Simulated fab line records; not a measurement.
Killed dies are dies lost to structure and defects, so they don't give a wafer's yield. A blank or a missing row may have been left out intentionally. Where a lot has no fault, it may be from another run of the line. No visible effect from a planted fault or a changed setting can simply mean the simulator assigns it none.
Which tool is to blame?    flow nand harc    15 lots, 45 wafers sampled, at 4 steps of a route of 1159

WHAT EACH GAUGE READ, for each wafer
No reading from a measuring or inspecting step in the record can be judged against a usual standard deviation.

WHICH TOOL RAN EACH LOT (tool, then ch and the chambers of the sampled wafers, then the start)
lot   NHARC_A_CONTACT_ETCH_89                        NHARC_A_CONTACT_ETCH_139              NHARC_A_CONTACT_ETCH_98             NHARC_A_CONTACT_ALD_18
L679  rie diel-01 ch 0,1, day 17 18:31 or earlier    har cap etch-01 ch 0,1, day 17 18:31  rie diel-09 ch 0,1,2, day 17 19:01  ald metal-01 ch 1,2,3, day 17 20:19
L680  rie diel-09 ch 0,1,3, day 17 19:35 or earlier  har cap etch-03 ch 0,1, day 17 19:35  rie diel-01 ch 0,3, day 17 20:10    ald metal-02 ch 1,3, day 17 21:19
L681  rie diel-01 ch 0,3, day 18 06:53 or earlier    har cap etch-02 ch 0,1, day 18 06:53  rie diel-01 ch 2,3, day 18 07:26    ald metal-04 ch 2,3, day 18 08:33
L682  rie diel-01 ch 1,3, day 18 11:49 or earlier    har cap etch-02 ch 0,1, day 18 11:49  rie diel-01 ch 0,2,3, day 18 12:17  ald metal-01 ch 2,3, day 18 13:18
L688  rie diel-01 ch 0,1,2, day 19 20:34 or earlier  har cap etch-01 ch 0,1, day 19 20:34  rie diel-09 ch 1,2, day 19 21:02    ald metal-01 ch 0,1,3, day 19 22:09
L686  rie diel-01 ch 0,3, day 19 21:32 or earlier    har cap etch-03 ch 0,1, day 19 21:32  rie diel-03 ch 1,2,3, day 19 21:58  ald metal-01 ch 0,1, day 19 22:59
L685  rie diel-03 ch 0,3, day 19 21:52 or earlier    har cap etch-02 ch 0,1, day 19 21:52  rie diel-01 ch 0,3, day 19 22:22    ald metal-02 ch 0,2,3, day 19 23:29
L690  rie diel-03 ch 0,2,3, day 20 09:47 or earlier  har cap etch-02 ch 0,1, day 20 09:47  rie diel-09 ch 1,2,3, day 20 10:56  ald metal-01 ch 0,2,3, day 20 12:23
L689  rie diel-09 ch 0,1,3, day 20 11:50 or earlier  har cap etch-02 ch 0,1, day 20 11:50  rie diel-01 ch 1,2,3, day 20 12:20  ald metal-04 ch 0,1,2, day 20 13:28
L692  rie diel-01 ch 0,1, day 21 01:30 or earlier    har cap etch-02 ch 0,1, day 21 01:30  rie diel-03 ch 0,2,3, day 21 01:58  ald metal-02 ch 0,1,2, day 21 03:00
L693  rie diel-03 ch 1,2,3, day 21 14:04 or earlier  har cap etch-01 ch 0,1, day 21 14:04  rie diel-03 ch 0,2, day 21 14:40    ald metal-02 ch 1,3, day 21 16:04
L694  rie diel-09 ch 1,2, day 21 14:19 or earlier    har cap etch-02 ch 0,1, day 21 14:19  rie diel-09 ch 0,1,3, day 21 14:53  ald metal-04 ch 0,1, day 21 16:02
L698  rie diel-03 ch 0,1, day 22 14:49 or earlier    har cap etch-01 ch 0,1, day 22 14:49  rie diel-01 ch 0,2,3, day 22 15:22  ald metal-01 ch 0,1, day 22 16:30
L699  rie diel-01 ch 2,3, day 22 22:31 or earlier    har cap etch-01 ch 0,1, day 22 22:31  rie diel-01 ch 0,2,3, day 22 23:06  ald metal-01 ch 0,3, day 23 00:15
L700  rie diel-01 ch 0,1,2, day 23 03:13 or earlier  har cap etch-02 ch 0,1, day 23 03:13  rie diel-09 ch 1,2, day 23 03:45    ald metal-02 ch 0,2,3, day 23 04:49
- NHARC_A_CONTACT_ETCH_89: etches the open film in N2/H2, target depth 260 nm, time 475.3 s.
- NHARC_A_CONTACT_ETCH_139: etches the open film in C4F8/O2/Ar, time 137 s, target depth 590 nm.
- NHARC_A_CONTACT_ETCH_98: etches the open film in C4F6/O2, target depth 20 nm, time 10 s.
- NHARC_A_CONTACT_ALD_18: deposits TiN, target thk 3 nm, pulse time 1 s, ald cycles 150.

WHAT THE TOOLS THEMSELVES READ (means of the sampled wafers that have a number; where no wafer has one, the mark that the record gives instead)
NHARC_A_CONTACT_ETCH_89.
lot   tool         bias w (W)  chamber pressure mTorr (mTorr)  drypump motor current A (A)  h2 flow sccm (sccm)  oes product au (a.u.)  rf vpp V (V)  showerhead plenum p Torr (Torr)  throttle valve pct (%)
L679  rie diel-01  150.0       30.003                          5.8                          150.2                1.003                  432           2.12                             14.169
L680  rie diel-09  150.5       29.986                          5.7                          150.2                1.001                  430           2.03                             14.162
L681  rie diel-01  149.4       29.973                          5.9                          149.7                1.002                  434           2.14                             14.172
L682  rie diel-01  149.4       30.005                          6.1                          149.8                0.997                  428           1.96                             14.176
L688  rie diel-01  150.1       30.006                          5.8                          150.4                0.999                  430           2.04                             14.170
L686  rie diel-01  150.3       29.975                          5.9                          150.1                0.996                  433           2.14                             14.175
L685  rie diel-03  150.2       30.013                          5.5                          150.0                0.988                  427           1.95                             14.172
L690  rie diel-03  150.2       30.001                          5.4                          149.8                0.996                  431           2.04                             14.179
L689  rie diel-09  150.0       30.003                          5.7                          150.0                1.006                  430           2.03                             14.172
L692  rie diel-01  149.7       29.988                          5.8                          150.0                0.988                  433           2.11                             14.164
L693  rie diel-03  150.5       29.992                          5.1                          149.9                1.012                  430           2.05                             14.173
L694  rie diel-09  150.6       29.981                          5.2                          150.0                1.002                  428           1.95                             14.168
L698  rie diel-03  150.2       30.010                          5.1                          150.0                1.003                  430           2.09                             14.168
L699  rie diel-01  150.1       29.982                          6.0                          150.1                0.986                  430           1.99                             14.167
L700  rie diel-01  149.7       30.041                          5.8                          149.4                0.989                  430           2.03                             14.175

NHARC_A_CONTACT_ETCH_139.
lot   tool             chamber pressure mTorr (mTorr)  oes air line au (a.u.)
L679  har cap etch-01  20.000                          0.982
L680  har cap etch-03  19.991                          0.987
L681  har cap etch-02  20.006                          0.987
L682  har cap etch-02  19.996                          0.995
L688  har cap etch-01  20.015                          0.989
L686  har cap etch-03  19.990                          0.996
L685  har cap etch-02  20.010                          1.028
L690  har cap etch-02  20.010                          0.998
L689  har cap etch-02  20.007                          0.997
L692  har cap etch-02  19.993                          0.993
L693  har cap etch-01  20.003                          0.974
L694  har cap etch-02  19.998                          1.007
L698  har cap etch-01  20.001                          1.003
L699  har cap etch-01  20.013                          1.000
L700  har cap etch-02  19.989                          0.996

NHARC_A_CONTACT_ETCH_98.
lot   tool         bias w (W)  c4f6 flow sccm (sccm)  drypump motor current A (A)  o2 flow sccm (sccm)  oes product au (a.u.)  rf vpp V (V)  showerhead plenum p Torr (Torr)  throttle valve pct (%)
L679  rie diel-09  500.6       25.01                  5.7                          19.99                0.935                  545           3.89                             26.910
L680  rie diel-01  499.8       25.08                  5.9                          19.94                1.001                  550           4.10                             26.905
L681  rie diel-01  498.8       25.03                  5.8                          20.07                0.976                  545           3.85                             26.895
L682  rie diel-01  500.0       25.03                  5.8                          20.03                0.951                  548           3.97                             26.896
L688  rie diel-09  499.3       25.02                  5.2                          19.99                1.010                  544           3.77                             26.897
L686  rie diel-03  500.8       25.04                  5.0                          19.99                0.947                  548           3.95                             26.901
L685  rie diel-01  500.9       24.96                  6.0                          20.03                0.946                  549           3.98                             26.905
L690  rie diel-09  501.7       24.89                  5.4                          20.00                0.989                  546           3.91                             26.911
L689  rie diel-01  499.1       25.00                  6.0                          19.97                0.953                  545           3.80                             26.905
L692  rie diel-03  -           -                      -                            -                    -                      -             -                                -
L693  rie diel-03  -           -                      -                            -                    -                      -             -                                -
L694  rie diel-09  -           -                      -                            -                    -                      -             -                                -
L698  rie diel-01  501.2       25.04                  5.8                          20.03                0.994                  549           3.96                             26.894
L699  rie diel-01  500.3       24.97                  5.8                          19.96                0.943                  547           3.96                             26.911
L700  rie diel-09  500.4       24.97                  5.2                          20.04                0.963                  543           3.76                             26.899

NHARC_A_CONTACT_ALD_18.
lot   tool          heater power w (W)  precursor pulse height rel
L679  ald metal-01  1089                0.979
L680  ald metal-02  1127                1.006
L681  ald metal-04  1060                0.981
L682  ald metal-01  1108                0.994
L688  ald metal-01  1098                0.977
L686  ald metal-01  1098                0.993
L685  ald metal-02  1005                1.008
L690  ald metal-01  1089                0.997
L689  ald metal-04  1049                1.019
L692  ald metal-02  990                 0.988
L693  ald metal-02  1151                1.008
L694  ald metal-04  1065                1.012
L698  ald metal-01  1113                0.985
L699  ald metal-01  1133                0.993
L700  ald metal-02  990                 1.015

THE ANSWER, worked out from the rows above alone
Rule: the lots themselves supply what counts as usual. The widest of any qualifying gaps counts: lots, ordered by their means at a reading, are off when they make up no more than a third of the lots, leave a main group of 4 or more, and stand apart from it by 3 or more times the standard deviation of that group's means. The tables above print the reading to a certain number of digits; a main group whose means all agree to those digits is not used. A lot without any number at a reading at which 4 lots or more have one is off too. All remaining lots with rows at the step are treated as sound. First the gauges in route order, then the tools' own readings, where a lot's mean is used as printed above. At the first step where some lot is off, the reading lying furthest off is the one used; lots without a number count as furthest.
Off, at NHARC_A_CONTACT_ETCH_98 on bias w: L692, L693, L694. Without a number there: L692, L693, L694. Main group: mean 500.2 W, sd 0.84.
If a tool, at that step or one of the process steps before it, ran each lot that is off and ran no sound lot following the first of them, it fits. NHARC_A_CONTACT_ETCH_89 gives no start for some lots, so the hours and the order of its lots are those of NHARC_A_CONTACT_ETCH_139. Of those tried, none fits.

WHAT THE SIMULATOR PUT IN
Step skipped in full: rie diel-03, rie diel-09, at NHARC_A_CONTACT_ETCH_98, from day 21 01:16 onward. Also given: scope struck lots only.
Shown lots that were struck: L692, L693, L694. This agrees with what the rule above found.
